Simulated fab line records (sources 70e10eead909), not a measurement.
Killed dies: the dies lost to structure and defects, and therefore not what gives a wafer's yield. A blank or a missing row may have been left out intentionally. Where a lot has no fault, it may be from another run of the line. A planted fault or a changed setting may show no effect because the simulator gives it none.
fab line records	flow nand-harc
[record] lots = 7	wafers = 21	last-day = 32
route steps=1302 shown P_BONDPAD@357 END@1302
lots with no fault: from the same line, run without faults
start-h: hours from the record's first day to the start of the lot's first wafer shown	wait-h: hours since the lot's step before	" identical to the entry in the row above	L1.1+2: several wafers, shown together as one row	- no value, or no start was given	* or withheld: withheld	< > ~ a bound
route shown NAME@n: names a module that has steps shown in the file, with the first one's number in the route	usual: mean and standard deviation over wafers with no fault	same: alike in all rows	chamber/n: place in a boat	sites: per-site readings	_std_site: standard deviation of those values	_edge_site: mean of outer sites minus mean of inner sites	radius-mm: for every site, how far away it sits from the centre of the wafer	mask NAME#n: copy n	behind: the most recent tool/chamber to have shaped the wafer	hold: reason for holding the lot/hours on hold/outcome of the hold	device: the n, p or np transistor that did not switch	end of line: the tests these same wafers got at the end of their route	a step without rows: its recipe alone	killed: the dies lost at the first sort to structure and to defects; this is not the yield of the wafer	map: a wafer's dies, marking killed ones x, the rest . and places with no die _
set.NAME: the setting as run; set.NAME@STEP: as run at that earlier step	model.NAME: the simulator's own value behind a step, which no gauge read
lots at some steps of the route; a table a step, a row a wafer
services: from which hour (start-h, from the record's first day; less than 0 if before it) a tool's chamber was out of use, for how many hours, and why
[[steps]]
[step NHARC_P_BONDPAD_COAT_36]
[recipe] temp-c = 200	time-s = 65
[step NHARC_P_BONDPAD_COAT_03]
[recipe] spin-rpm = 2000	resist-thk-nm = 600
[step NHARC_P_BONDPAD_SOFTBAKE_04]
[recipe] temp-c = 125	time-s = 70
[step NHARC_P_BONDPAD_EBR_05]
[step NHARC_P_BONDPAD_EXPOSE_06]
[recipe] na = 0.55	dose-mj = 37.06	mask-id = P_BPAD
[step NHARC_P_BONDPAD_PEB_07]
[recipe] peb-temp-c = 128	peb-time-s = 80
[step NHARC_P_BONDPAD_DEVELOP_08]
[recipe] time-s = 50	dev-temp-c = 22
[step NHARC_P_BONDPAD_CD_MEAS_09]
[recipe] target-cd-nm = 500	landing-energy-ev = 500
[usual] cd-nm = 500.1/2.4
lot.wafer	tool	chamber	start-h	wait-h	cd-nm
L636.1	cd-sem-01	0	234.00	-	500.1
L636.4	"	0	"	"	502.6
L636.5	"	0	"	"	505.2
L637.3	cd-sem-03	0	240.77	-	500.7
L637.5	"	0	"	"	499.3
L637.6	"	0	"	"	500.9
L638.1	cd-sem-03	0	242.88	-	499.3
L638.2	"	0	"	"	499.6
L638.6	"	0	"	"	500.1
L641.3	cd-sem-03	0	275.53	-	501.3
L641.4	"	0	"	"	501.5
L641.6	"	0	"	"	497.5
L645.2	cd-sem-03	0	299.61	-	500.8
L645.3	"	0	"	"	502.4
L645.4	"	0	"	"	500.1
L646.2	cd-sem-03	0	317.78	-	501.6
L646.3	"	0	"	"	499.8
L646.4	"	0	"	"	501.6
L647.3	cd-sem-01	0	319.97	-	503.0
L647.4	"	0	"	"	503.3
L647.6	"	0	"	"	503.1
[step NHARC_P_BONDPAD_OVL_MEAS_38]
[usual] overlay-x-nm = -2/6.3	overlay-y-nm = 1/6.3
lot.wafer	tool	chamber	start-h	wait-h	overlay-x-nm	overlay-y-nm
L636.1	overlay-02	-	234.08	-	0	5
L636.4	"	-	"	"	0	5
L636.5	"	-	"	"	0	4
L637.3	overlay-02	-	240.85	-	8	-1
L637.5	"	-	"	"	8	-1
L637.6	"	-	"	"	8	-2
L638.1	overlay-01	-	242.97	-	-3	11
L638.2	"	-	"	"	-2	10
L638.6	"	-	"	"	-3	10
L641.3	overlay-01	-	275.62	-	3	7
L641.4	"	-	"	"	3	7
L641.6	"	-	"	"	3	6
L645.2	overlay-02	-	299.70	-	3	-1
L645.3	"	-	"	"	3	0
L645.4	"	-	"	"	3	0
L646.2	overlay-02	-	317.87	-	5	-1
L646.3	"	-	"	"	5	-2
L646.4	"	-	"	"	5	-2
L647.3	overlay-02	-	320.05	-	9	-3
L647.4	"	-	"	"	9	-3
L647.6	"	-	"	"	10	-3
[step NHARC_P_BONDPAD_HARDBAKE_10]
[recipe] temp-c = 118	time-s = 65
[step NHARC_P_BONDPAD_DESCUM_11]
[recipe] time-s = 3	o2-flow-sccm = 200	ar-flow-sccm = 0	bias-power-w = 0	chemistry = O2
[usual] chamber-pressure-mTorr = 60.00/0.055	drypump-motor-current-A = 5.74/0.26	oes-product-au = 0.994/0.012	rf-vpp-V = 57.8/0.83	showerhead-plenum-p-Torr = 1.90/0.072	throttle-valve-pct = 11.312/0.0078
lot.wafer	tool	chamber	start-h	wait-h	chamber-pressure-mTorr	drypump-motor-current-A	oes-product-au	rf-hours-counter-h	rf-vpp-V	showerhead-plenum-p-Torr	throttle-valve-pct
L636.1	rie-diel-02	0	234.22	-	59.95	5.52	0.991	1.5	57.9	2.00	11.295
L636.4	"	3	"	"	60.05	5.77	0.980	-	57.8	1.91	11.306
L636.5	"	2	"	"	60.00	5.71	0.988	-	57.3	1.88	11.314
L637.3	rie-diel-02	0	240.97	-	59.98	5.52	0.989	1.9	57.8	2.00	11.317
L637.5	"	0	"	"	60.03	5.47	0.977	-	59.3	2.00	11.303
L637.6	"	3	"	"	59.97	5.72	0.973	-	59.5	1.91	11.322
L638.2	rie-diel-02	2	243.11	-	59.97	5.70	0.990	2.0	57.1	1.88	11.321
L638.1	"	3	"	"	59.94	5.73	0.984	2.0	57.0	1.91	11.330
L638.6	"	0	"	"	60.00	5.49	0.977	-	56.7	2.00	11.312
L641.4	rie-diel-02	3	275.75	-	59.98	5.77	0.992	3.4	57.1	1.91	11.310
L641.3	"	0	"	"	60.01	5.52	0.991	3.3	60.1	2.00	11.311
L641.6	"	3	"	"	59.95	5.74	0.988	-	59.3	1.91	11.311
L645.2	rie-diel-13	3	299.82	-	60.02	5.41	0.990	4.5	57.4	1.85	11.325
L645.4	"	1	"	"	59.98	5.65	0.992	2.4	58.5	2.01	11.308
L645.3	"	2	"	"	59.94	6.10	1.005	4.3	57.8	1.87	11.310
L646.4	rie-diel-13	1	317.99	-	60.06	5.66	0.986	2.8	59.1	2.01	11.308
L646.3	"	2	"	"	59.93	6.11	0.996	4.7	59.8	1.87	11.317
L646.2	"	3	"	"	60.00	5.39	0.978	4.8	57.0	1.85	11.327
L647.4	rie-diel-13	0	320.19	-	60.06	5.89	1.002	5.0	58.6	1.82	11.313
L647.3	"	1	"	"	59.91	5.66	0.996	2.9	58.5	2.01	11.319
L647.6	"	3	"	"	59.98	5.41	0.980	-	58.9	1.85	11.300
[step NHARC_P_BONDPAD_ETCH_37]
[recipe] target-depth-a = 600	overetch-a = 180	time-s = 65.91	ion-energy-ev = 200	n2-flow-sccm = 150	h2-flow-sccm = 150	ar-flow-sccm = 0	rf-w = 400	bias-w = 150	chemistry = N2/H2
[usual] chamber-pressure-mTorr = 29.997/0.028	drypump-motor-current-A = 5.76/0.26	n2-flow-sccm = 150.1/0.46	oes-product-au = 0.994/0.011	rf-fwd-power-W = 395.5/1.7	rf-vpp-V = 430.3/2.4	showerhead-plenum-p-Torr = 2.03/0.08	throttle-valve-pct = 14.170/0.0092
lot.wafer	tool	chamber	start-h	wait-h	chamber-pressure-mTorr	drypump-motor-current-A	n2-flow-sccm	oes-product-au	rf-fwd-power-W	rf-hours-counter-h	rf-vpp-V	showerhead-plenum-p-Torr	throttle-valve-pct
L636.1	rie-diel-02	3	234.33	0.1	29.997	5.74	150.0	0.989	395.8	1.5	430.7	2.04	14.169
L636.4	"	0	"	"	29.969	5.52	149.8	0.988	394.9	-	431.9	2.14	14.160
L636.5	"	3	"	"	29.981	5.76	149.0	0.982	396.1	-	431.0	2.04	14.170
L637.3	rie-diel-02	0	241.08	0.1	29.966	5.53	150.1	0.986	395.4	1.9	432.8	2.14	14.164
L637.5	"	0	"	"	30.023	5.50	150.0	0.986	396.9	-	432.5	2.14	14.186
L637.6	"	3	"	"	29.981	5.76	149.7	0.989	396.5	-	429.7	2.04	14.170
L638.1	rie-diel-02	2	243.21	0.1	29.944	5.68	150.3	0.992	396.1	2.0	429.2	2.01	14.167
L638.2	"	3	"	"	29.985	5.77	150.6	0.971	395.5	2.0	430.5	2.04	14.173
L638.6	"	3	"	"	30.020	5.73	150.0	0.986	394.8	-	431.0	2.04	14.169
L641.4	rie-diel-02	0	275.83	0.1	30.004	5.50	150.3	0.987	395.7	3.3	434.0	2.13	14.177
L641.3	"	1	"	"	29.958	5.90	149.9	0.999	392.4	1.2	428.4	1.95	14.173
L641.6	"	0	"	"	29.991	5.50	151.0	0.994	396.0	-	434.0	2.14	14.179
L645.2	rie-diel-13	1	299.90	0.1	29.971	5.64	149.6	1.006	395.5	2.4	433.6	2.14	14.187
L645.4	"	3	"	"	30.008	5.43	150.0	0.995	392.2	4.5	428.7	1.97	14.189
L645.3	"	0	"	"	30.034	5.90	149.9	1.015	395.2	4.6	426.4	1.94	14.167
L646.3	rie-diel-13	1	318.08	0.1	30.031	5.69	149.9	0.976	395.3	2.8	432.8	2.14	14.175
L646.4	"	2	"	"	30.021	6.17	150.2	0.995	393.1	4.7	429.2	2.00	14.159
L646.2	"	0	"	"	29.991	5.89	149.4	1.007	395.5	5.0	426.5	1.94	14.159
L647.3	rie-diel-13	0	320.27	0.1	29.997	5.88	150.4	1.012	397.2	5.0	427.1	1.94	14.162
L647.4	"	1	"	"	29.989	5.65	150.8	0.976	395.2	2.9	432.7	2.14	14.167
L647.6	"	0	"	"	30.025	5.88	150.6	1.004	396.6	-	429.3	1.94	14.175
[step NHARC_P_BONDPAD_ETCH_12]
[recipe] target-depth-a = 2000	time-s = 100	chf3-flow-sccm = 50	o2-flow-sccm = 10	ar-flow-sccm = 200	rf-w = 500	bias-w = 200	chemistry = CHF3/O2
[usual] chamber-pressure-mTorr = 25.003/0.02	drypump-motor-current-A = 5.75/0.26	oes-product-au = 0.944/0.023	rf-fwd-power-W = 496.2/1.9	rf-vpp-V = 370.3/2.1	showerhead-plenum-p-Torr = 2.39/0.089	throttle-valve-pct = 20.574/0.0099
lot.wafer	tool	chamber	start-h	wait-h	chamber-pressure-mTorr	drypump-motor-current-A	oes-product-au	rf-fwd-power-W	rf-hours-counter-h	rf-vpp-V	showerhead-plenum-p-Torr	throttle-valve-pct
L636.1	rie-diel-02	0	234.43	-	24.991	5.50	0.953	495.0	1.5	371.9	2.51	20.569
L636.4	"	3	"	"	24.995	5.74	0.953	495.2	-	370.6	2.40	20.580
L636.5	"	2	"	"	25.004	5.67	0.953	497.1	-	368.8	2.36	20.554
L637.3	rie-diel-02	2	241.20	-	25.026	5.69	1.182	695.3	1.9	370.6	2.36	20.569
L637.5	"	3	"	"	25.000	5.77	0.944	499.7	-	371.7	2.40	20.558
L637.6	"	2	"	"	24.982	5.71	1.180	698.1	-	369.3	2.36	20.572
L638.1	rie-diel-02	2	243.31	-	25.017	5.70	1.174	695.9	2.0	369.2	2.36	20.585
L638.2	"	3	"	"	24.996	5.73	0.942	496.2	2.0	369.9	2.40	20.560
L638.6	"	2	"	"	24.979	5.68	1.184	697.5	-	369.2	2.36	20.554
L641.3	rie-diel-02	2	275.93	-	25.006	5.73	1.130	693.7	3.4	370.4	2.36	20.560
L641.4	"	3	"	"	24.989	5.77	0.902	497.0	3.4	371.2	2.40	20.553
L641.6	"	1	"	"	25.023	5.92	0.908	496.1	-	369.0	2.31	20.567
L645.4	rie-diel-13	3	299.99	-	25.006	5.41	0.930	494.9	4.5	369.0	2.33	20.561
L645.2	"	0	"	"	25.012	5.87	0.961	497.2	4.6	367.1	2.29	20.571
L645.3	"	2	"	"	24.979	6.10	0.974	495.3	4.4	370.5	2.35	20.565
L646.4	rie-diel-13	1	318.17	-	25.009	5.66	0.921	496.1	2.8	373.8	2.51	20.573
L646.2	"	2	"	"	24.975	6.15	0.928	493.0	4.7	369.6	2.35	20.575
L646.3	"	0	"	"	25.015	5.89	0.929	497.0	5.0	367.4	2.29	20.566
L647.3	rie-diel-13	2	320.35	-	25.016	6.14	0.923	494.5	4.8	369.6	2.35	20.577
L647.4	"	0	"	"	25.002	5.86	0.924	496.4	5.0	368.0	2.29	20.575
L647.6	"	3	"	"	25.008	5.40	0.910	496.5	-	369.2	2.33	20.567
[step NHARC_P_BONDPAD_CD_MEAS_13]
[usual] cd-nm = 499.9/2.6
lot.wafer	tool	chamber	start-h	wait-h	cd-nm
L636.1	cd-sem-02	-	234.57	-	500.7
L636.4	"	-	"	"	503.3
L636.5	"	-	"	"	505.0
L637.3	cd-sem-01	-	241.34	-	503.2
L637.5	"	-	"	"	498.9
L637.6	"	-	"	"	503.6
L638.1	cd-sem-03	-	243.46	-	502.0
L638.2	"	-	"	"	499.0
L638.6	"	-	"	"	501.5
L641.3	cd-sem-01	-	276.06	-	502.2
L641.4	"	-	"	"	500.8
L641.6	"	-	"	"	497.6
L645.2	cd-sem-01	-	300.14	-	501.6
L645.3	"	-	"	"	501.5
L645.4	"	-	"	"	499.5
L646.2	cd-sem-03	-	318.31	-	500.9
L646.3	"	-	"	"	500.9
L646.4	"	-	"	"	501.6
L647.3	cd-sem-03	-	320.49	-	501.6
L647.4	"	-	"	"	504.0
L647.6	"	-	"	"	500.4
[step NHARC_END_SORT_01]
[recipe] temp-c = 25
[usual] defect-limited-yield = 91.3/2.7	killed-at-array = 54/18	killed-at-other = 0.9/1.2	killed-at-periphery = 4.4/2.9	killed-dies = 59/18	killed-open = 3.2/1.8	killed-short = 2.6/1.8
[same] gross-dies = 677
lot.wafer	tool	chamber	start-h	wait-h	defect-limited-yield[%]	killed-at-array	killed-at-other	killed-at-periphery	killed-dies	killed-open	killed-short
L636.1	prober-02	0	664.43	2.5	91.6	49	6	2	57	5	1
L636.4	prober-02	0	666.84	3.4	93.6	42	0	1	43	4	1
L636.5	prober-02	0	667.65	3.7	93.6	39	1	3	43	0	1
L638.1	prober-01	0	684.62	2.5	90.5	59	1	4	64	1	2
L638.2	prober-01	0	685.41	2.8	91.6	54	0	3	57	5	1
L638.6	prober-01	0	688.57	3.9	88.9	74	0	1	75	2	2
L637.3	prober-02	0	714.14	3.1	90.3	66	0	0	66	4	1
L637.5	prober-02	0	715.73	3.7	90.1	66	0	1	67	3	1
L637.6	prober-02	0	716.53	4.0	91.7	52	1	3	56	1	2
L641.3	prober-02	0	729.79	3.1	91.9	50	0	5	55	4	3
L641.4	prober-02	0	730.58	3.4	95.0	31	1	2	34	2	2
L641.6	prober-02	0	732.16	4.0	92.2	50	1	2	53	4	3
L645.2	prober-02	0	744.61	2.8	89.8	61	0	8	69	4	0
L645.3	prober-02	0	745.41	3.1	88.6	74	0	3	77	5	0
L645.4	prober-02	0	746.22	3.4	89.5	64	0	7	71	1	2
L646.2	prober-01	0	752.34	2.8	90.4	60	1	4	65	4	1
L646.3	prober-01	0	753.14	3.1	90.5	60	3	1	64	0	3
L646.4	prober-01	0	753.94	3.4	89.7	62	2	6	70	4	5
L647.3	prober-01	0	763.23	3.1	90.1	56	1	10	67	9	2
L647.4	prober-01	0	764.02	3.4	89.7	62	0	8	70	7	2
L647.6	prober-01	0	765.62	4.0	90.7	58	0	5	63	8	5
// killed by level:class
L636.1 A_CHANNEL_HOLE_D1:chamber-film-flake=26 A_CHANNEL_HOLE_D2:chamber-film-flake=14 HYBRID_BOND:chamber-film-flake=5 A_WL_FILL:geometric-particle:open=2 P_M0:geometric-particle:short=1 A_DECK1_JOINT:geometric-particle:open=1 A_BLC:geometric-particle:open=1 A_M1:geometric-particle:open=1
L636.4 A_CHANNEL_HOLE_D1:chamber-film-flake=20 A_CHANNEL_HOLE_D2:chamber-film-flake=12 A_CHANNEL_FILL_D1:chamber-film-flake=2 A_CONTACT:chamber-film-flake=2 P_CONTACT:geometric-particle:open=1 A_ONON_D2:geometric-particle:open=1 A_WL_FILL:geometric-particle:short=1 A_M0:geometric-particle:open=1
L636.5 A_CHANNEL_HOLE_D1:chamber-film-flake=20 A_CHANNEL_HOLE_D2:chamber-film-flake=15 A_DECK1_JOINT:geometric-particle:short=1 P_ZERO_WELL:chamber-film-flake=1 P_STI:chamber-film-flake=1 P_GATE:chamber-film-flake=1 A_SLIT:chamber-film-flake=1 A_DECK1_JOINT:chamber-film-flake=1
L638.1 A_CHANNEL_HOLE_D1:chamber-film-flake=28 A_CHANNEL_HOLE_D2:chamber-film-flake=19 A_CONTACT:chamber-film-flake=4 P_STI:chamber-film-flake=2 A_SGD_CUT:chamber-film-flake=2 A_SLIT:chamber-film-flake=2 A_BLC:chamber-film-flake=2 P_STI:geometric-particle:short=1
L638.2 A_CHANNEL_HOLE_D1:chamber-film-flake=22 A_CHANNEL_HOLE_D2:chamber-film-flake=15 A_CONTACT:chamber-film-flake=7 A_SLIT:chamber-film-flake=2 A_BLC:chamber-film-flake=2 P_M1:geometric-particle:open=1 P_M2:geometric-particle:open=1 A_CHANNEL_FILL_D1:geometric-particle:open=1
L638.6 A_CHANNEL_HOLE_D1:chamber-film-flake=32 A_CHANNEL_HOLE_D2:chamber-film-flake=24 A_CONTACT:chamber-film-flake=9 A_WL_FILL:geometric-particle:short=2 A_ZERO_WELL:chamber-film-flake=2 A_SLIT:chamber-film-flake=2 P_M1:geometric-particle:open=1 A_M0:geometric-particle:open=1
L637.3 A_SLIT:chamber-film-flake=26 A_CHANNEL_HOLE_D2:chamber-film-flake=21 A_CHANNEL_HOLE_D1:chamber-film-flake=5 A_WL_FILL:chamber-film-flake=5 A_M0:geometric-particle:open=2 A_CHANNEL_HOLE_D1:geometric-particle:open=1 A_DECK1_JOINT:geometric-particle:short=1 A_WL_FILL:geometric-particle:open=1
L637.5 A_SLIT:chamber-film-flake=37 A_CHANNEL_HOLE_D2:chamber-film-flake=20 A_CHANNEL_HOLE_D1:chamber-film-flake=3 A_CHANNEL_HOLE_D1:geometric-particle:open=2 A_ONON_D2:geometric-particle:short=1 A_CONTACT:geometric-particle:open=1 P_STI:chamber-film-flake=1 A_CHANNEL_FILL_D1:chamber-film-flake=1
L637.6 A_SLIT:chamber-film-flake=27 A_CHANNEL_HOLE_D2:chamber-film-flake=16 A_BLC:chamber-film-flake=2 A_DECK1_JOINT:geometric-particle:short=1 A_SGD_CUT:geometric-particle:short=1 A_M1:geometric-particle:open=1 P_ZERO_WELL:chamber-film-flake=1 P_STI:chamber-film-flake=1
L641.3 A_CHANNEL_HOLE_D2:chamber-film-flake=19 A_CHANNEL_HOLE_D1:chamber-film-flake=10 A_SLIT:chamber-film-flake=7 A_CONTACT:chamber-film-flake=5 P_BONDPAD:chamber-film-flake=4 A_M0:geometric-particle:open=2 P_M0:geometric-particle:short=1 A_CHANNEL_FILL_D1:geometric-particle:short=1
L641.4 A_CHANNEL_HOLE_D2:chamber-film-flake=16 A_CHANNEL_HOLE_D1:chamber-film-flake=4 A_SLIT:chamber-film-flake=3 A_CONTACT:chamber-film-flake=3 P_M0:geometric-particle:open=1 A_WL_FILL:geometric-particle:short=1 A_M0:geometric-particle:open=1 P_BONDPAD:chamber-film-flake=1
L641.6 A_CHANNEL_HOLE_D2:chamber-film-flake=18 A_CHANNEL_HOLE_D1:chamber-film-flake=9 A_SLIT:chamber-film-flake=6 A_CONTACT:chamber-film-flake=5 A_DECK1_JOINT:chamber-film-flake=2 P_M0:geometric-particle:short=1 A_SOURCE_PLATE:geometric-particle:open=1 A_ONON_D1:geometric-particle:open=1
L645.2 A_SLIT:chamber-film-flake=29 A_CHANNEL_HOLE_D1:chamber-film-flake=23 P_M1:chamber-film-flake=6 A_CHANNEL_FILL_D1:geometric-particle:open=2 A_STAIRCASE:chamber-film-flake=2 A_CONTACT:chamber-film-flake=2 A_CHANNEL_HOLE_D1:geometric-particle:open=1 A_CHANNEL_FILL_D2:geometric-particle:open=1
L645.3 A_SLIT:chamber-film-flake=33 A_CHANNEL_HOLE_D1:chamber-film-flake=24 A_CONTACT:chamber-film-flake=8 P_M1:chamber-film-flake=2 A_STAIRCASE:chamber-film-flake=2 P_M0:geometric-particle:open=1 A_CHANNEL_FILL_D1:geometric-particle:open=1 A_DECK1_JOINT:geometric-particle:open=1
L645.4 A_CHANNEL_HOLE_D1:chamber-film-flake=27 A_SLIT:chamber-film-flake=25 P_M1:chamber-film-flake=4 A_CONTACT:chamber-film-flake=4 A_STAIRCASE:chamber-film-flake=3 P_STI:chamber-film-flake=2 P_STI:geometric-particle:short=1 A_ONON_D2:geometric-particle:open=1
L646.2 A_CHANNEL_HOLE_D2:chamber-film-flake=26 A_CHANNEL_HOLE_D1:chamber-film-flake=9 A_STAIRCASE:chamber-film-flake=6 A_SLIT:chamber-film-flake=6 A_CONTACT:chamber-film-flake=5 A_WL_FILL:chamber-film-flake=2 P_M0:geometric-particle:open=1 A_ONON_D1:geometric-particle:open=1
L646.3 A_CHANNEL_HOLE_D2:chamber-film-flake=26 A_CHANNEL_HOLE_D1:chamber-film-flake=9 A_SLIT:chamber-film-flake=6 A_CONTACT:chamber-film-flake=6 A_STAIRCASE:chamber-film-flake=4 A_WL_FILL:chamber-film-flake=2 A_BONDPAD:chamber-film-flake=2 THIN_TSV:chamber-film-flake=2
L646.4 A_CHANNEL_HOLE_D2:chamber-film-flake=26 A_CHANNEL_HOLE_D1:chamber-film-flake=13 A_CONTACT:chamber-film-flake=9 A_SLIT:chamber-film-flake=4 P_CONTACT:geometric-particle:short=2 P_STI:chamber-film-flake=2 THIN_TSV:chamber-film-flake=2 P_CONTACT:geometric-particle:open=1
L647.3 A_SLIT:chamber-film-flake=26 A_CHANNEL_HOLE_D1:chamber-film-flake=10 P_CONTACT:chamber-film-flake=6 A_CONTACT:chamber-film-flake=6 A_STAIRCASE:chamber-film-flake=3 A_ONON_D1:geometric-particle:open=2 A_CHANNEL_FILL_D2:geometric-particle:open=2 A_SGD_CUT:chamber-film-flake=2
L647.4 A_SLIT:chamber-film-flake=23 A_CHANNEL_HOLE_D1:chamber-film-flake=10 A_CONTACT:chamber-film-flake=10 P_CONTACT:chamber-film-flake=5 A_ZERO_WELL:chamber-film-flake=4 A_SGD_CUT:chamber-film-flake=4 A_STAIRCASE:chamber-film-flake=3 A_ONON_D1:geometric-particle:open=2
L647.6 A_SLIT:chamber-film-flake=29 A_CHANNEL_HOLE_D1:chamber-film-flake=7 A_ONON_D1:geometric-particle:open=4 A_CONTACT:chamber-film-flake=4 A_STAIRCASE:chamber-film-flake=3 A_ONON_D1:geometric-particle:short=2 A_WL_FILL:geometric-particle:open=2 P_CONTACT:chamber-film-flake=2
[[services]]
tool	chamber	start-h	hours	kind
rie-diel-13	1	214.47	15.6	repair
rie-diel-02	-	216.70	9.0	pm
rie-diel-02	0	216.70	9.0	vent-cycle
rie-diel-02	1	216.70	26.7	vent-cycle
rie-diel-02	2	216.70	9.0	vent-cycle
rie-diel-02	3	216.70	9.0	vent-cycle
rie-diel-02	0	225.70	-	clean
rie-diel-02	2	225.70	-	clean
rie-diel-02	3	225.70	-	clean
rie-diel-02	0	250.20	-	clean
rie-diel-02	1	250.20	-	clean
rie-diel-02	2	250.20	-	clean
rie-diel-02	3	250.20	-	clean
rie-diel-02	0	274.70	-	clean
rie-diel-02	1	274.70	-	clean
rie-diel-02	2	274.70	-	clean
rie-diel-02	3	274.70	-	clean
rie-diel-13	1	284.42	9.8	repair
rie-diel-02	0	290.11	2.6	repair
rie-diel-02	0	299.20	-	clean
rie-diel-02	1	299.20	-	clean
rie-diel-02	2	299.20	-	clean
rie-diel-02	0	306.35	5.4	repair
rie-diel-13	0	313.48	3.5	repair
[[key]]
[first-sign] step = NHARC_P_BONDPAD_ETCH_12	reading = rf-fwd-power-W	direction = up	sigmas = 99+	usual = *	struck = *
[effect] step = NHARC_P_BONDPAD_ETCH_12	reading = oes-product-au	direction = up	sigmas = 10	usual = 0.944	struck = 1.170
met-at NHARC_P_BONDPAD_ETCH_12
struck-wafers L637.3,L637.6,L638.1,L638.6,L641.3
onset-between 234.43 241.20
[fault] kind = process-parameter-drift	tool = rie-diel-02	chamber = 2	onset-h = 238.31	steps = NHARC_P_BONDPAD_ETCH_12	channel = rf-w	offset = *	shape = step	end-h = 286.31	acts-in = *	stated = *
